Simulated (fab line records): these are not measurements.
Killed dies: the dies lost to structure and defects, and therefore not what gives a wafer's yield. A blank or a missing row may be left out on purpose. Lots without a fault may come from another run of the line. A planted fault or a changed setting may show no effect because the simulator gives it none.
Chamber matching ; flow n5_finfet ; 4 sister chambers for N5_BEOL_M15_DESCUM_33 on rie_diel-01
The step chemistry O2, time 7.9 s. 14 wafers are shown with their chamber, then 7 later ones without.

EACH WAFER AND ITS CHAMBER
wafer;chamber;drypump_motor_current_A (A);showerhead_plenum_p_Torr (Torr);oes_product_au (a.u.)
L078.1;2;5.0;2.04;0.99
L078.3;0;4.9;2.11;0.82
L078.6;3;5.4;1.98;0.67
L085.2;1;5.8;2.13;0.80
L085.3;0;4.9;2.11;0.82
L085.6;2;5.0;2.04;0.94
L086.1;3;5.3;1.97;0.66
L086.2;0;4.9;2.11;0.81
L086.4;1;5.8;2.12;0.80
L087.2;3;5.3;1.97;0.66
L087.3;0;4.9;2.11;0.82
L087.6;1;5.8;2.12;0.81
L088.1;1;5.8;2.12;0.79
L088.2;2;5.0;2.03;0.93

SIGNATURES (averages over the wafers above)
reading;chamber 0;chamber 1;chamber 2;chamber 3;scatter within a chamber
drypump_motor_current_A;4.900;5.800;5.000;5.333;0.0258
showerhead_plenum_p_Torr;2.1100;2.1225;2.0367;1.9733;0.00456
oes_product_au;0.8175;0.8000;0.9533;0.6633;0.0155
Rule: distance of a wafer from a chamber = root of the sum over the readings of ((wafer's reading minus chamber's mean) / reading's scatter) squared. If the next closest chamber is less than 2 further off than the closest, the wafer can't be placed; otherwise it belongs to the closest. The scatter is the square root of a quotient: the sum, over the shown wafers, of each reading's squared deviation from its chamber's mean, divided by wafers minus chambers.

WAFERS WITH NO CHAMBER GIVEN
wafer;drypump_motor_current_A (A);showerhead_plenum_p_Torr (Torr);oes_product_au (a.u.)
L088.4;5.4;1.97;0.66
L092.2;4.9;2.10;0.80
L092.4;5.8;2.12;0.79
L092.6;4.9;2.10;0.81
L097.2;5.3;2.23;0.96
L097.3;5.0;2.03;0.89
L097.6;5.3;2.23;0.95

EACH ONE'S CHAMBER
wafer;from the rows above;in truth
L088.4;3;3
L092.2;0;0
L092.4;1;1
L092.6;0;0
L097.2;can't be placed: 0 or 1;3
L097.3;2;2
L097.6;can't be placed: 0 or 1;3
Correct placement for 5 of the 7. From these rows, 2 cannot be placed; in 0 the true chamber is one of the candidates. Placed wrongly: 0.
